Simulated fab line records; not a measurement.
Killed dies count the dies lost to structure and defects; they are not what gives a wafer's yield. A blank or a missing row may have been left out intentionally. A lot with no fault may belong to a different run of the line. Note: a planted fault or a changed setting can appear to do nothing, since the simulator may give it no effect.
fab line records	flow nand-harc
[record] lots = 5	wafers = 15	last-day = 21
route steps=1159 shown A_M0@1005 A_M1@1026 END@1159
lots that met no fault: taken from a fault-free run of the same line
start-h: hours from the record's opening day to when the first of the lot's shown wafers began	wait-h: hours since the lot's step before	" repeats the value in the row above	L1.1+2: a row that stands for several wafers	- value missing, or start not given	* or withheld: withheld	< > ~ a bound
route shown NAME@n: a module of which the file shows steps, and the number in the route of the first	usual: mean and standard deviation over wafers with no fault	same: alike in all rows	chamber/n: place in a boat	sites: the reading at each site	_std_site: the values' standard deviation	_edge_site: mean of outer sites minus mean of inner sites	radius-mm: how far each site lies from the wafer's centre	mask NAME#n: copy n	behind: the tool/chamber that last shaped the wafer	hold: cause of the lot's hold/its duration in hours/its outcome	device: which transistor (n, p or np) failed to switch	end of line: tests run on the same wafers once the route is complete	step lacking rows: just its recipe	killed: dies lost to structure and defects at the first sort, not the wafer's yield	map: a wafer's dies, marking killed ones x, the rest . and places with no die _
set.NAME: setting as actually run; set.NAME@STEP: the setting as run at that earlier step	model.NAME: the simulator's own value behind a step, which no gauge read
a table for each step, a row for each wafer; lots at some steps of the route
services: the hour from which a tool's chamber was out of use, counted from the record's first day as start-h (under 0 if before that day), plus the number of hours and why
[[steps]]
[step NHARC_A_M0_OVL_MEAS_10]
[recipe] pitch-nm = 160
[usual] overlay-x-nm = 0.1/0.78	overlay-y-nm = -0.2/0.78
lot.wafer	tool	chamber	start-h	wait-h	overlay-x-nm	overlay-y-nm
L821.2	overlay-02	-	401.39	-	1.0	-1.1
L821.3	"	-	"	"	0.4	-0.9
L821.6	"	-	"	"	-0.1	-1.0
L823.1	overlay-02	-	409.72	-	0.0	-1.1
L823.3	"	-	"	"	0.4	-0.3
L823.5	"	-	"	"	-0.1	-0.8
L825.2	overlay-02	-	410.29	-	1.4	0.4
L825.5	"	-	"	"	0.5	-0.8
L825.6	"	-	"	"	0.4	-0.8
L827.1	overlay-01	-	426.32	-	0.1	-1.1
L827.3	"	-	"	"	0.2	-1.3
L827.4	"	-	"	"	0.2	-0.5
L830.4	overlay-01	-	460.98	-	-0.7	0.4
L830.5	"	-	"	"	0.0	1.3
L830.6	"	-	"	"	-0.7	0.7
[step NHARC_A_M0_INSPECT_11]
[usual] raw-defect-count = 29/12
lot.wafer	tool	chamber	start-h	wait-h	raw-defect-count
L821.2	defect-inspect-01	-	401.42	0.0	14
L821.3	"	-	"	"	18
L821.6	"	-	"	"	13
L823.1	defect-inspect-01	-	409.75	0.0	31
L823.3	"	-	"	"	22
L823.5	"	-	"	"	25
L825.2	defect-inspect-02	-	410.33	0.0	21
L825.5	"	-	"	"	20
L825.6	"	-	"	"	21
L827.1	defect-inspect-02	-	426.36	0.0	20
L827.3	"	-	"	"	16
L827.4	"	-	"	"	23
L830.4	defect-inspect-02	-	461.02	0.0	27
L830.5	"	-	"	"	32
L830.6	"	-	"	"	29
[step NHARC_A_M0_DESCUM_14]
[recipe] time-s = 3	o2-flow-sccm = 200	ar-flow-sccm = 0	bias-power-w = 0	chemistry = O2
[step NHARC_A_M0_ETCH_34]
[recipe] target-depth-a = 400	overetch-a = 120	time-s = 43.94	ion-energy-ev = 200	n2-flow-sccm = 150	h2-flow-sccm = 150	ar-flow-sccm = 0	rf-w = 400	bias-w = 150	chemistry = N2/H2
[step NHARC_A_M0_ETCH_15]
[recipe] target-depth-a = 1500	overetch-a = 150	time-s = 82.5	c4f8-flow-sccm = withheld	ar-flow-sccm = 400	rf-w = 600	bias-w = 300	chemistry = C4F8/Ar
[step NHARC_A_M0_CD_MEAS_16]
[usual] cd-nm = 80.0/0.78
lot.wafer	tool	chamber	start-h	wait-h	cd-nm
L821.2	cd-sem-03	-	401.79	-	79.0
L821.3	"	-	"	"	79.8
L821.6	"	-	"	"	80.8
L823.1	cd-sem-02	-	410.16	-	79.5
L823.3	"	-	"	"	80.9
L823.5	"	-	"	"	79.8
L825.2	cd-sem-01	-	410.69	-	79.9
L825.5	"	-	"	"	80.8
L825.6	"	-	"	"	79.9
L827.1	cd-sem-02	-	426.72	-	78.9
L827.3	"	-	"	"	78.1
L827.4	"	-	"	"	79.7
L830.4	cd-sem-01	-	461.40	-	79.8
L830.5	"	-	"	"	79.4
L830.6	"	-	"	"	81.0
[step NHARC_A_M0_STRIP_18]
[recipe] power-w = 1000	n2-flow-sccm = 150	h2-flow-sccm = 150	ar-flow-sccm = 0	bias-w = 0	chemistry = N2/H2
[usual] drypump-motor-current-A = 5.9/0.45	oes-product-au = 0.997/0.012	power-w = 1000/3.1	rf-vpp-V = 91.0/0.97	showerhead-plenum-p-Torr = 2.08/0.09	throttle-valve-pct = 14.170/0.0099
lot.wafer	tool	chamber	start-h	wait-h	drypump-motor-current-A	oes-product-au	power-w	rf-hours-counter-h	rf-vpp-V	showerhead-plenum-p-Torr	throttle-valve-pct
L821.3	rie-diel-01	1	401.89	0.1	5.2	0.993	996	6	90.5	2.06	14.170
L821.2	"	2	"	"	6.2	0.982	997	6	90.0	2.00	14.175
L821.6	"	1	"	"	5.2	1.010	999	-	90.7	2.06	14.174
L823.3	rie-diel-01	3	410.27	0.1	6.4	0.977	1004	8	91.5	2.11	14.171
L823.1	"	0	"	"	6.5	0.989	1001	7	90.7	2.19	14.164
L823.5	"	3	"	"	6.3	0.981	1000	-	91.7	2.11	14.174
L825.2	rie-diel-01	0	410.83	0.1	6.5	0.986	1001	7	91.5	2.19	14.163
L825.5	"	3	"	"	6.4	0.980	1008	-	92.0	2.11	14.175
L825.6	"	0	"	"	6.5	0.991	994	-	92.4	2.19	14.174
L827.3	rie-diel-13	1	426.80	0.1	5.5	1.009	1002	9	91.1	1.95	14.174
L827.4	"	2	"	"	6.0	0.991	998	10	91.0	2.18	14.170
L827.1	"	0	"	"	5.6	1.001	1002	8	89.5	1.90	14.172
L830.4	rie-diel-04	1	461.48	0.1	5.9	1.002	1002	12	90.9	2.14	14.166
L830.6	"	1	"	"	5.9	0.987	1002	-	92.1	2.14	14.173
L830.5	"	2	"	"	5.3	0.996	1002	-	90.7	2.02	14.170
[step NHARC_A_M0_STRIP_19]
[recipe] time-s = 600	temp-c = 30	chemistry = post-etch-residue-remover
[step NHARC_A_M0_DEGAS_28]
[recipe] temp-c = 250	time-s = 60
[usual] heater-power-w = 335/26
lot.wafer	tool	chamber	start-h	wait-h	heater-power-w
L821.3	pvd-sputter-02	-	402.41	-	330
L821.2	"	-	"	"	317
L821.6	"	-	"	"	336
L823.3	pvd-sputter-01	-	410.83	-	368
L823.1	"	-	"	"	289
L823.5	"	-	"	"	386
L825.2	pvd-sputter-02	-	411.39	-	341
L825.6	"	-	"	"	318
L825.5	"	-	"	"	344
L827.4	pvd-sputter-01	-	427.38	-	360
L827.3	"	-	"	"	393
L827.1	"	-	"	"	294
L830.4	pvd-sputter-01	-	462.05	-	287
L830.6	"	-	"	"	318
L830.5	"	-	"	"	376
[step NHARC_A_M0_PRE_CLEAN_29]
[recipe] time-s = 30	temp-c = 280	gas = H2/He
[step NHARC_A_M0_PVD_20]
[recipe] target-thk-a = 50	bias-v = 168.6	power-w = 15000	chamber-pressure-pa = 0.12	time-s = 8.06	substrate-temp-c = 50	material = TaN
[usual] throttle-valve-pct = 30.0/0.96
lot.wafer	tool	chamber	start-h	wait-h	throttle-valve-pct
L821.3	pvd-sputter-02	-	-	-	30.4
L821.2	"	-	"	"	31.0
L821.6	"	-	"	"	30.3
L823.1	pvd-sputter-01	-	-	-	28.9
L823.3	"	-	"	"	30.4
L823.5	"	-	"	"	28.9
L825.2	pvd-sputter-02	-	-	-	31.3
L825.5	"	-	"	"	29.6
L825.6	"	-	"	"	31.2
L827.3	pvd-sputter-01	-	-	-	30.7
L827.1	"	-	"	"	30.5
L827.4	"	-	"	"	28.9
L830.4	pvd-sputter-01	-	-	-	30.3
L830.6	"	-	"	"	30.8
L830.5	"	-	"	"	30.7
[step NHARC_A_M0_PVD_21]
[recipe] target-thk-a = 300	chamber-pressure-pa = 5	power-w = 5000	substrate-temp-c = 30	time-s = 20.49	material = Cu
[step NHARC_A_M0_ECD_22]
[recipe] target-thk-a = 4000	bath-temp-c = 25	material = Cu
lot.wafer	tool	chamber	start-h	wait-h
L821.2+3+6	ecd-cu-02	1	402.77	-
L823.1+3+5	ecd-cu-02	1,0,0	411.19	-
L825.2+5+6	ecd-cu-01	1,1,0	411.75	-
L827.1+4+3	ecd-cu-02	1,0,1	427.79	-
L830.4+6+5	ecd-cu-02	0,0,1	462.49	-
[step NHARC_A_M0_ANNEAL_30]
[recipe] temp-c = 225	time-s = 90
[step NHARC_A_M0_CMP_23]
[recipe] t-overpolish-s = 20	target-thk-nm = 113.75
[step NHARC_A_M0_THK_MEAS_24]
[recipe] thk-meas-gauge = xrf
[usual] thk-nm = 113.9/1.6
lot.wafer	tool	chamber	start-h	wait-h	thk-nm
L821.2	film-metro-02	-	403.96	-	113.8
L821.3	"	-	"	"	114.9
L821.6	"	-	"	"	114.5
L823.1	film-metro-02	-	412.32	-	113.7
L823.3	"	-	"	"	111.5
L823.5	"	-	"	"	111.4
L825.2	film-metro-02	-	413.11	-	117.4
L825.5	"	-	"	"	116.5
L825.6	"	-	"	"	115.1
L827.1	film-metro-02	-	428.80	-	114.6
L827.3	"	-	"	"	116.0
L827.4	"	-	"	"	114.4
L830.4	film-metro-02	-	463.43	-	116.4
L830.5	"	-	"	"	112.0
L830.6	"	-	"	"	113.5
[step NHARC_A_M0_SRD_25]
[step NHARC_A_M0_PRE_CLEAN_31]
[recipe] time-s = 12	temp-c = 370	rf-power-w = 300	gas = NH3
[step NHARC_A_M0_DEP_32]
[recipe] target-thk-a = 300	temp-c = 370	target-thk-nm = 30	pressure-torr = 3	flow-sccm = 200	rf-w = 450	material = SiCN
[usual] heater-power-outer-w = 320/33	heater-power-w = 575/44
lot.wafer	tool	chamber	start-h	wait-h	heater-power-outer-w	heater-power-w	since-wet-clean-h
L821.2	pecvd-03	0	404.31	0.1	348	618	99
L821.3	"	1	"	"	304	546	99
L821.6	"	0	"	"	352	636	-
L823.3	pecvd-01	0	412.71	0.1	315	549	162
L823.1	"	1	"	"	322	607	162
L823.5	"	1	"	"	336	617	-
L825.2	pecvd-03	2	413.56	0.1	330	641	108
L825.6	"	0	"	"	350	633	-
L825.5	"	1	"	"	266	504	-
L827.1	pecvd-04	1	429.60	0.1	360	642	40
L827.3	"	0	"	"	335	601	40
L827.4	"	0	"	"	327	605	-
L830.6	pecvd-04	1	464.08	0.2	282	540	-
L830.4	"	2	"	"	307	507	-
L830.5	"	0	"	"	297	571	-
[step NHARC_A_M1_DEP_00]
[recipe] target-thk-a = 1825	target-thk-nm = 182.5	temp-c = withheld	pressure-torr = 5	flow-sccm = 200	rf-w = 600	material = SiOC
[step NHARC_A_M1_DEHYDRATE_01]
[recipe] temp-c = 150	time-s = 120
[step NHARC_A_M1_HMDS_02]
[recipe] time-s = 30
[step NHARC_A_M1_COAT_34]
[recipe] temp-c = 200	time-s = 65
[step NHARC_A_M1_COAT_03]
[recipe] spin-rpm = 1500	resist-thk-nm = 90
[step NHARC_A_M1_SOFTBAKE_04]
[recipe] temp-c = 105	time-s = 55
[step NHARC_A_M1_EBR_05]
[step NHARC_A_M1_EXPOSE_06]
[recipe] na = 1.35	target-cd-nm = 120	dose-mj = 75.13	mask-id = A_M1
[step NHARC_A_M1_PEB_07]
[recipe] peb-temp-c = 100	peb-time-s = 65
[step NHARC_A_M1_DEVELOP_08]
[recipe] develop-time-s = 35	dev-temp-c = 23
[step NHARC_A_M1_CD_MEAS_09]
[recipe] target-cd-nm = 120	landing-energy-ev = 500
[usual] cd-nm = 119.9/0.67
lot.wafer	tool	chamber	start-h	wait-h	cd-nm
L821.2	cd-sem-02	0	405.39	-	119.2
L821.3	"	0	"	"	119.8
L821.6	"	0	"	"	119.6
L823.1	cd-sem-02	0	414.12	-	120.0
L823.3	"	0	"	"	120.1
L823.5	"	0	"	"	120.2
L825.2	cd-sem-03	0	414.72	-	121.3
L825.5	"	0	"	"	119.3
L825.6	"	0	"	"	118.8
L827.1	cd-sem-02	0	431.04	-	120.9
L827.3	"	0	"	"	120.2
L827.4	"	0	"	"	120.0
L830.4	cd-sem-02	0	465.27	-	119.4
L830.5	"	0	"	"	119.5
L830.6	"	0	"	"	119.7
[step NHARC_A_M1_OVL_MEAS_10]
[recipe] pitch-nm = 240
[usual] overlay-x-nm = -0.2/0.55	overlay-y-nm = -0.2/0.94
lot.wafer	tool	chamber	start-h	wait-h	overlay-x-nm	overlay-y-nm
L821.2	overlay-02	-	405.47	-	0.1	1.8
L821.3	"	-	"	"	-0.1	2.2
L821.6	"	-	"	"	0.3	2.3
L823.1	overlay-02	-	414.22	-	-1.1	-1.6
L823.3	"	-	"	"	-1.1	-0.9
L823.5	"	-	"	"	-1.1	-0.7
L825.2	overlay-02	-	414.80	-	-1.1	-1.6
L825.5	"	-	"	"	-1.1	-1.0
L825.6	"	-	"	"	-1.8	-1.1
L827.1	overlay-02	-	431.13	-	0.5	-0.7
L827.3	"	-	"	"	0.7	-0.8
L827.4	"	-	"	"	0.6	-0.6
L830.4	overlay-01	-	465.35	-	-0.6	-1.6
L830.5	"	-	"	"	-0.6	-1.4
L830.6	"	-	"	"	-0.3	-1.3
[step NHARC_A_M1_DESCUM_14]
[recipe] time-s = 3	o2-flow-sccm = 200	ar-flow-sccm = 0	bias-power-w = 0	chemistry = O2
[usual] drypump-motor-current-A = 5.55/0.29	oes-product-au = 0.999/0.011	rf-vpp-V = 57.9/0.82	showerhead-plenum-p-Torr = 1.95/0.071	throttle-valve-pct = 11.311/0.0085
[same] bias-power-w = 0
lot.wafer	tool	chamber	start-h	wait-h	drypump-motor-current-A	oes-product-au	rf-hours-counter-h	rf-vpp-V	showerhead-plenum-p-Torr	throttle-valve-pct
L821.3	rie-diel-03	1	405.59	0.1	5.97	0.988	0	59.2	2.04	11.306
L821.2	"	2	"	"	5.33	0.995	1	56.1	1.99	11.316
L821.6	"	0	"	"	5.91	0.990	-	57.7	1.85	11.312
L823.1	rie-diel-10	1	414.32	0.1	5.45	0.984	4	57.9	1.98	11.311
L823.3	"	0	"	"	5.94	1.009	4	58.1	1.84	11.305
L823.5	"	1	"	"	5.45	1.002	-	58.2	1.98	11.306
L825.2	rie-diel-03	2	414.92	0.1	5.33	0.999	1	57.4	1.99	11.309
L825.6	"	0	"	"	5.90	0.983	-	57.6	1.85	11.322
L825.5	"	1	"	"	5.95	0.985	-	57.5	2.04	11.315
L827.3	rie-diel-10	1	431.22	0.1	5.46	0.998	5	58.0	1.98	11.325
L827.4	"	2	"	"	5.34	1.001	5	58.8	2.04	11.318
L827.1	"	0	"	"	5.95	1.013	4	57.6	1.84	11.304
L830.4	rie-diel-11	0	465.45	0.1	5.85	0.988	2	58.9	1.87	11.317
L830.6	"	0	"	"	5.82	1.001	-	58.0	1.86	11.326
L830.5	"	1	"	"	5.24	0.999	-	58.1	1.91	11.307
[step NHARC_A_M1_ETCH_35]
[recipe] target-depth-a = 400	overetch-a = 120	time-s = 43.94	ion-energy-ev = 200	n2-flow-sccm = 150	h2-flow-sccm = 150	ar-flow-sccm = 0	rf-w = 400	bias-w = 150	chemistry = N2/H2
[step NHARC_A_M1_ETCH_15]
[recipe] target-depth-a = 1825	time-s = 91.2	c4f8-flow-sccm = withheld	ar-flow-sccm = 400	rf-w = 600	bias-w = 300	chemistry = C4F8/Ar
[step NHARC_A_M1_CD_MEAS_16]
[usual] cd-nm = 120.1/0.81
lot.wafer	tool	chamber	start-h	wait-h	cd-nm
L821.2	cd-sem-02	-	405.88	-	119.6
L821.3	"	-	"	"	119.5
L821.6	"	-	"	"	118.9
L823.1	cd-sem-01	-	414.62	-	120.2
L823.3	"	-	"	"	121.7
L823.5	"	-	"	"	121.1
L825.2	cd-sem-02	-	415.21	-	121.7
L825.5	"	-	"	"	119.2
L825.6	"	-	"	"	119.1
L827.1	cd-sem-03	-	431.53	-	122.1
L827.3	"	-	"	"	120.4
L827.4	"	-	"	"	120.4
L830.4	cd-sem-01	-	465.76	-	120.7
L830.5	"	-	"	"	119.7
L830.6	"	-	"	"	120.2
[step NHARC_A_M1_STRIP_18]
[recipe] power-w = 1000	n2-flow-sccm = 150	h2-flow-sccm = 150	ar-flow-sccm = 0	bias-w = 0	chemistry = N2/H2
[step NHARC_A_M1_ETCH_28]
[recipe] target-depth-a = 300	over-etch-frac = 0.3	time-s = 72.99	ion-energy-ev = 150	cf4-flow-sccm = 50	n2-flow-sccm = 100	ar-flow-sccm = 150	rf-w = 300	bias-w = 100	chemistry = CF4/N2
[step NHARC_A_M1_STRIP_19]
[recipe] time-s = 600	temp-c = 30	chemistry = post-etch-residue-remover
[step NHARC_A_M1_DEGAS_29]
[recipe] temp-c = 250	time-s = 60
[step NHARC_END_SORT_01]
[recipe] temp-c = 25
[usual] defect-limited-yield = 95.6/1.4	killed-at-array = 26/9	killed-at-other = 0.8/1.2	killed-at-periphery = 3.2/2.3	killed-dies = 30/9.1	killed-open = 3.5/2	killed-short = 1.8/1.4	sort_bin_2_pct = 1.4/0.59	sort_bin_3_pct = 0.25/0.22	sort_bin_4_pct = 2.8/0.91	sort-n-pass = 647/9.1	sort-rim-yield-pct = 95.4/3	sort-yield-pct = 95.6/1.4
[same] gross-dies = 677	sort_bin_5_pct[%] = 0	sort_bin_6_pct[%] = 0	sort_bin_7_pct[%] = 0	sort_bin_8_pct[%] = 0	sort-rim-n-gross = 106.00
lot.wafer	tool	chamber	start-h	wait-h	defect-limited-yield[%]	killed-at-array	killed-at-other	killed-at-periphery	killed-dies	killed-open	killed-short	sort_bin_2_pct[%]	sort_bin_3_pct[%]	sort_bin_4_pct[%]	sort-n-pass	sort-rim-yield-pct[%]	sort-yield-pct[%]
L821.2	prober-01	0	445.32	2.8	96.9	15	1	5	21	3	3	1.0	0.15	1.9	656	95.3	96.9
L821.3	prober-01	0	446.13	3.1	96.6	18	3	2	23	3	3	0.9	0.44	2.1	654	97.2	96.6
L821.6	prober-01	0	448.55	4.0	96.9	18	0	3	21	2	3	1.3	0.30	1.5	656	95.3	96.9
L825.2	prober-02	0	463.13	2.8	97.6	16	0	0	16	3	0	1.0	0	1.3	661	97.2	97.6
L825.5	prober-02	0	465.51	3.7	95.7	25	2	2	29	6	3	1.6	0.59	2.1	648	97.2	95.7
L825.6	prober-02	0	466.31	4.0	96.8	20	1	1	22	5	2	1.0	0.30	1.9	655	93.4	96.8
L827.1	prober-02	0	470.56	2.5	96.9	15	0	6	21	2	2	1.0	0.15	1.9	656	96.2	96.9
L827.3	prober-02	0	472.18	3.1	98.1	10	0	3	13	1	2	0.3	0.59	1.0	664	98.1	98.1
L827.4	prober-02	0	472.99	3.4	96.6	18	0	5	23	5	0	1.2	0.30	1.9	654	94.3	96.6
L830.4	prober-01	0	504.18	3.4	49.5	340	1	1	342	4	3	15.5	3.40	31.6	335	45.3	49.5
L830.5	prober-01	0	504.98	3.7	47.3	356	0	1	357	2	0	18.8	3.25	30.7	320	44.3	47.3
L830.6	prober-01	0	505.78	4.0	47.7	353	1	0	354	3	2	21.3	3.10	27.9	323	53.8	47.7
// killed by level:class
L821.2 A_SGD_CUT:chamber-film-flake=4 P_GATE:chamber-film-flake=3 A_CHANNEL_HOLE_D1:chamber-film-flake=2 A_STAIRCASE:chamber-film-flake=2 P_CONTACT:geometric-particle:short=1 A_CHANNEL_FILL_D1:geometric-particle:short=1 A_WL_FILL:geometric-particle:open=1 A_CONTACT:geometric-particle:open=1
L821.3 A_CHANNEL_FILL_D1:chamber-film-flake=3 A_STAIRCASE:chamber-film-flake=3 A_CONTACT:chamber-film-flake=3 STARTING-WAFER:geometric-particle:short=2 A_CHANNEL_HOLE_D1:chamber-film-flake=2 A_M1:chamber-film-flake=2 P_STI:geometric-particle:open=1 A_M1:geometric-particle:open=1
L821.6 A_STAIRCASE:chamber-film-flake=5 A_SGD_CUT:chamber-film-flake=4 A_CONTACT:geometric-particle:open=2 P_STI:chamber-film-flake=2 A_ONON_D1:geometric-particle:short=1 A_CHANNEL_FILL_D1:geometric-particle:short=1 A_WL_FILL:geometric-particle:short=1 P_GATE:chamber-film-flake=1
L825.2 A_STAIRCASE:chamber-film-flake=5 A_SLIT:chamber-film-flake=5 A_CHANNEL_HOLE_D1:chamber-film-flake=2 A_WL_FILL:geometric-particle:open=1 A_CONTACT:geometric-particle:open=1 A_BLC:geometric-particle:open=1 A_CONTACT:chamber-film-flake=1
L825.5 A_SLIT:chamber-film-flake=6 A_STAIRCASE:chamber-film-flake=5 A_CONTACT:chamber-film-flake=3 A_CHANNEL_HOLE_D1:chamber-film-flake=2 P_CONTACT:geometric-particle:open=1 A_ONON_D1:geometric-particle:short=1 A_ONON_D1:geometric-particle:open=1 A_CHANNEL_FILL_D1:geometric-particle:open=1
L825.6 A_SLIT:chamber-film-flake=7 A_STAIRCASE:chamber-film-flake=5 A_CONTACT:geometric-particle:open=2 A_CHANNEL_HOLE_D1:chamber-film-flake=2 A_ONON_D1:geometric-particle:short=1 A_WL_FILL:geometric-particle:open=1 A_BLC:geometric-particle:short=1 A_M1:geometric-particle:open=1
L827.1 A_SLIT:chamber-film-flake=6 A_CONTACT:chamber-film-flake=4 P_CONTACT:chamber-film-flake=3 A_CHANNEL_HOLE_D1:chamber-film-flake=2 P_CONTACT:geometric-particle:open=1 P_CONTACT:geometric-particle:short=1 A_ONON_D1:geometric-particle:short=1 A_BLC:geometric-particle:open=1
L827.3 A_CONTACT:chamber-film-flake=5 P_CONTACT:chamber-film-flake=2 A_SLIT:chamber-film-flake=2 P_GATE:geometric-particle:open=1 A_CHANNEL_HOLE_D1:geometric-particle:short=1 A_CHANNEL_FILL_D1:geometric-particle:short=1 A_STAIRCASE:chamber-film-flake=1
L827.4 A_SLIT:chamber-film-flake=10 P_CONTACT:chamber-film-flake=3 A_CHANNEL_FILL_D1:geometric-particle:open=2 A_CONTACT:geometric-particle:open=2 A_CONTACT:chamber-film-flake=2 P_CONTACT:geometric-particle:open=1 P_M0:chamber-film-flake=1 A_CHANNEL_HOLE_D1:chamber-film-flake=1
L830.4 A_M0:unspecified=319 A_CHANNEL_HOLE_D1:chamber-film-flake=14 A_CONTACT:geometric-particle:open=2 P_GATE:geometric-particle:open=1 A_ONON_D1:geometric-particle:open=1 A_WL_FILL:geometric-particle:short=1 A_M0:geometric-particle:short=1 THIN_TSV:geometric-particle:short=1
L830.5 A_M0:unspecified=334 A_CHANNEL_HOLE_D1:chamber-film-flake=19 P_M0:geometric-particle:open=1 A_SGD_CUT:geometric-particle:open=1 A_ZERO_WELL:chamber-film-flake=1 A_CONTACT:chamber-film-flake=1
L830.6 A_M0:unspecified=333 A_CHANNEL_HOLE_D1:chamber-film-flake=12 A_CONTACT:chamber-film-flake=3 A_CONTACT:geometric-particle:open=2 A_ONON_D1:geometric-particle:short=1 A_CHANNEL_HOLE_D1:geometric-particle:short=1 STARTING-WAFER:geometric-particle:open=1 A_ZERO_WELL:chamber-film-flake=1
// map L830.5 (x killed, . not)
____________.____________
_________.x.x..x_________
_______xxxx.x.xx.x_______
______x.xxxxxx...x.______
_____..x.x.x..x.x..x_____
____x...x.xxxxxx..x..____
____x.x..xxxx..x.xx.x____
___.x...xxxx.xx...xx..___
___x.x..x.xxxx.x.x.x.x___
__x..x..xx..x.xxxx..x..__
__.xxx..xxx.xxx...x.x..__
_x.xx.x..x.xx.x.x.x.x.x._
_.xx.xx.xx.xxx...x.xx..x_
_.x...x.xx..xxxx...xx..._
_xx.x.x.xx..xx.x...xx..._
_x...xx..xxx..xxx..xxxxx_
xxx.xxxx...x..x.xx..xxx.x
xxxx.xxx.xx....x.xxxxxx..
xxx..x..x..x.xxxxx.....xx
..x..xx.xxxxx..x...x....x
x..x..x.x.xx...xxxx.xxx..
_x..x....xx..x.x.xx..xx._
_.x..xx...x.x.xxxxxxx.x._
_x.xx.xx..x..x.....x...._
_.x.xx.xx.xxxxx...x.xxxx_
_....xxxxx...xxx.xxxxxxx_
__xx.xx...xx.x...x.xx.x__
__.x.xxx....x.x.x..xxxx__
___xx.x..xxx.x..xx....___
___x.xx.xxx.xx.xx.x..x___
____xxx.xxx.xxxx...xx____
____xx.x....xx.....xx____
_____.xx....xx....x._____
______...x..xx.....______
_______x.x..xxxxxx_______
_________xxx.xx._________
____________.____________
// map L821.3 (x killed, . not)
____________.____________
_________......._________
_______..........._______
______.............______
_____..............._____
____.................____
____.................____
___...................___
___...................___
__....x................__
__.....................__
_.........x............._
_......................._
_......................._
_....................x.._
_......................._
......x..................
x....................x...
.........................
x.....x................x.
.........x...............
_.........x............._
_......................._
_......................._
_......................._
_..x...................._
__.....................__
__.....................__
___..x........x.......___
___..........xx....x..___
____......x..........____
____.....x...........____
_____....x..x......._____
______....x........______
_______.........x._______
_________......._________
____________.____________
[[services]]
tool	chamber	start-h	hours	kind
pecvd-04	0	389.61	6.4	repair
pvd-sputter-02	-	392.00	10.0	pm
rie-diel-03	-	392.30	9.0	pm
rie-diel-01	0	397.41	-	clean
rie-diel-01	1	397.41	-	clean
rie-diel-01	2	397.41	-	clean
pvd-sputter-01	-	401.27	3.5	repair
ecd-cu-01	-	403.16	0.6	repair
rie-diel-01	1	406.00	23.6	repair
rie-diel-13	0	409.66	5.0	repair
rie-diel-13	-	413.14	0.2	repair
pecvd-01	-	418.39	13.0	pm
ecd-cu-02	-	421.82	1.2	repair
rie-diel-04	-	427.13	1.2	repair
rie-diel-03	0	432.71	12.3	repair
pvd-sputter-01	-	435.59	5.0	repair
rie-diel-01	2	435.83	8.0	repair
ecd-cu-01	-	448.00	8.0	pm
pecvd-01	-	448.27	0.9	repair
rie-diel-13	-	453.00	9.0	pm
pecvd-04	-	454.48	4.5	repair
pecvd-01	2	457.95	3.3	repair
rie-diel-01	-	462.18	0.1	repair
rie-diel-01	3	462.35	7.8	repair
[[key]]
[first-sign] step = NHARC_END_SORT_01	reading = killed-at-array	direction = up	sigmas = 36	usual = 26	struck = 350
[effect] step = NHARC_END_SORT_01	reading = defect-limited-yield	direction = down	sigmas = 35	usual = 95.6	struck = 48.2
[more-kills-born-at] NHARC_A_M0_ECD_22@ecd-cu-02 = 986
met-at NHARC_A_M0_ECD_22
struck-wafers L830.4,L830.5,L830.6
onset-between 427.79 462.49
also-fits time
[fault] kind = chamber-particle-source	tool = ecd-cu-02	chamber = -	onset-h = 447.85	steps = NHARC_A_M0_ECD_22	rate-per-visit-cm2 = 0.70414
